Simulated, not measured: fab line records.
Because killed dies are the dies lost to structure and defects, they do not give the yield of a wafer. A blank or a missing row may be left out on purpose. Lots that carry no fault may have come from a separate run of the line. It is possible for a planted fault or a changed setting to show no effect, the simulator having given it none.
A lot that was struck, set against a sound lot    flow nand harc    35 steps out of a route of 1302
Sound: these wafers, L876.1, L876.3, L876.4. Wafers struck: L885.2, L885.4, L885.6. The cause is given at the end.
Order at every step that has rows: each side's tool, ch and its chambers, its first start. Under that, the readings that differ: sound wafers    struck wafers    difference of the means    sigmas: that difference in standard deviations of wafers without a fault.
alike: same words and numbers on both sides, and readings whose means sit less than 2 such deviations apart. not compared: any withheld reading, any reading some wafer has no value for, any bound like >300 that may hide the same value, and any number with overlapping values for which the record gives no deviation.
The two part at a step that has a row with sigmas, a row that says differs or no value, or rows on one side only. Non-overlapping numbers with no deviation appear without sigmas and do not part them. A reading missing from all wafers of one side parts the sides only when that side holds two or more wafers.

first, 5 steps without rows for these wafers: NHARC_A_CHANNEL_HOLE_D2_SOFTBAKE_05 (time 55 s); NHARC_A_CHANNEL_HOLE_D2_EBR_06; NHARC_A_CHANNEL_HOLE_D2_EXPOSE_07 (exposes mask HOLE D2, target cd 100 nm); NHARC_A_CHANNEL_HOLE_D2_PEB_08 (peb time 65 s); NHARC_A_CHANNEL_HOLE_D2_DEVELOP_09 (develop time 35 s).
NHARC_A_CHANNEL_HOLE_D2_CD_MEAS_10 targets a cd of 100 nm.
  sound on cd sem-01 ch 0, day 15 02:43; struck on cd sem-02 ch 0, day 19 07:44
  alike: cd nm
NHARC_A_CHANNEL_HOLE_D2_OVL_MEAS_11:
  sound on overlay-01, day 15 02:49; struck on overlay-02, day 19 07:49
  alike: overlay x nm, overlay y nm
NHARC_A_CHANNEL_HOLE_D2_INSPECT_12:
  sound on defect inspect-01, day 15 02:51; struck on defect inspect-01, day 19 07:51
  alike: raw defect count
then, 4 steps without rows for these wafers: NHARC_A_CHANNEL_HOLE_D2_DESCUM_15 (chemistry O2, time 3 s); NHARC_A_CHANNEL_HOLE_D2_ETCH_38 (etches the open film in CF4, target depth 39 nm, time 65 s); NHARC_A_CHANNEL_HOLE_D2_ETCH_39 (etches the open film in N2/H2, target depth 260 nm, time 325 s); NHARC_A_CHANNEL_HOLE_D2_ETCH_34 (etches the open film in CF4/CHF3, target depth 154 nm, time 77 s).
NHARC_A_CHANNEL_HOLE_D2_ETCH_16: etches the open film in O2/COS, target depth 3100 nm, time 806 s.
  sound on rie diel-09 ch 2,3, day 15 03:37; struck on rie diel-08 ch 2,3, day 19 08:29
  alike: drypump motor current A, oes product au, rf vpp V, showerhead plenum p Torr, throttle valve pct
  not compared: rf hours counter h
NHARC_A_CHANNEL_HOLE_D2_CD_MEAS_18:
  sound on cd sem-03, day 15 04:13; struck on cd sem-02, day 19 09:01
  alike: cd nm
then, 1 step without rows for these wafers: NHARC_A_CHANNEL_HOLE_D2_ETCH_19 (etches the open film in C4F8/O2/Ar, time 34.5 s).
NHARC_A_CHANNEL_HOLE_D2_ETCH_20: etches the open film in C4F8/O2/Ar, time 361.9 s, target depth 1600 nm.
  sound on har etch-02 ch 0,1, day 15 04:53; struck on har etch-01 ch 0,1, day 19 09:12
  alike: drypump motor current A, showerhead plenum p Torr, temp c, throttle valve pct
  not compared: rf hours counter h
then, 4 steps without rows for these wafers: NHARC_A_CHANNEL_HOLE_D2_ETCH_21 (etches the open film in C4F8/O2/Ar, time 514.3 s, target depth 1600 nm); NHARC_A_CHANNEL_HOLE_D2_ETCH_22 (etches the open film in C4F8/O2/Ar, time 666.7 s, target depth 1600 nm); NHARC_A_CHANNEL_HOLE_D2_ETCH_23 (etches the open film in C4F8/O2/Ar, time 819 s, target depth 1600 nm); NHARC_A_CHANNEL_HOLE_D2_ETCH_24 (etches the open film in C4F8/O2/Ar, time 906.2 s, target depth 1500 nm).
NHARC_A_CHANNEL_HOLE_D2_ETCH_25: etches the open film in C4F8/O2/Ar, time 1040.2 s, target depth 1500 nm.
  sound on har etch-02 ch 0,1, day 15 07:44; struck on har etch-01 ch 0,1, day 19 11:58
  alike: drypump motor current A, showerhead plenum p Torr, temp c, throttle valve pct
  not compared: rf hours counter h
then, 1 step without rows for these wafers: NHARC_A_CHANNEL_HOLE_D2_ETCH_26 (etches the open film in C4F8/O2/Ar, time 224.1 s, target depth 300 nm).
NHARC_A_CHANNEL_HOLE_D2_ETCH_27: etches the open film in C4F8/O2/Ar, time 90 s, target depth 400 nm.
  sound on har etch-02 ch 0,1, day 15 08:43; struck on har etch-01 ch 0,1, day 19 13:02
  alike: drypump motor current A, showerhead plenum p Torr, temp c, throttle valve pct
  not compared: rf hours counter h
then, 4 steps without rows for these wafers: NHARC_A_CHANNEL_HOLE_D2_STRIP_41 (strips in N2/H2); NHARC_A_CHANNEL_HOLE_D2_STRIP_42 (strips in CF4/CHF3); NHARC_A_CHANNEL_HOLE_D2_STRIP_43 (strips in O2/COS); NHARC_A_CHANNEL_HOLE_D2_ETCH_44 (etches the open film in CF4/O2, target depth 140 nm, overetch 14 nm, time 77 s).
NHARC_A_CHANNEL_HOLE_D2_STRIP_28: strips in O2.
  sound: rie diel-08 ch 1,2,3; struck: rie diel-09 ch 0,1,2
reading                sound              struck             difference  sigmas
oes product au (a.u.)  1.012 1.034 1.007  0.988 0.993 0.982  -0.030      -3
  alike: drypump motor current A, rf vpp V, showerhead plenum p Torr, throttle valve pct
  not compared: rf hours counter h
then, 2 steps without rows for these wafers: NHARC_A_CHANNEL_HOLE_D2_PRECLEAN_29 (cleans in SC1); NHARC_A_CHANNEL_HOLE_D2_SRD_30.
NHARC_A_CHANNEL_HOLE_D2_CD_MEAS_31:
  sound on cd sem-01, day 15 10:13; struck on cd sem-02, day 19 14:35
  alike: cd nm
NHARC_A_CHANNEL_HOLE_D2_XSEM_32:
  sound on xsem-02 ch 0, day 15 10:19; struck on xsem-02 ch 0, day 19 14:40
reading      sound           struck          difference  sigmas
bow nm (nm)  8.30 8.24 8.30  9.28 9.09 9.05  +0.86       +3
  alike: bot cd nm, tilt deg
NHARC_A_CHANNEL_HOLE_D2_INSPECT_40:
  sound on defect inspect-02, day 15 10:25; struck on defect inspect-01, day 19 14:46
reading           sound        struck       difference  sigmas
raw defect count  303 296 279  760 841 805  +509        +6
then, 1 step without rows for these wafers: NHARC_A_CHANNEL_FILL_D2_PRECLEAN_00 (cleans in SC1).
-- jump in the record: it breaks off in module A_CHANNEL_FILL_D2 and resumes in module END (first step shown: number 1302 of the route), and 11 days separate the struck wafers' starts before and after --
NHARC_END_SORT_01:
  the record has rows for the struck wafers here (prober-01 ch 0, day 30 10:29) and none for the sound ones

## WHERE THEY PART
At NHARC_A_CHANNEL_HOLE_D2_STRIP_28 first; at NHARC_END_SORT_01 last (within this record only).

WHY: what had been put in by the simulator
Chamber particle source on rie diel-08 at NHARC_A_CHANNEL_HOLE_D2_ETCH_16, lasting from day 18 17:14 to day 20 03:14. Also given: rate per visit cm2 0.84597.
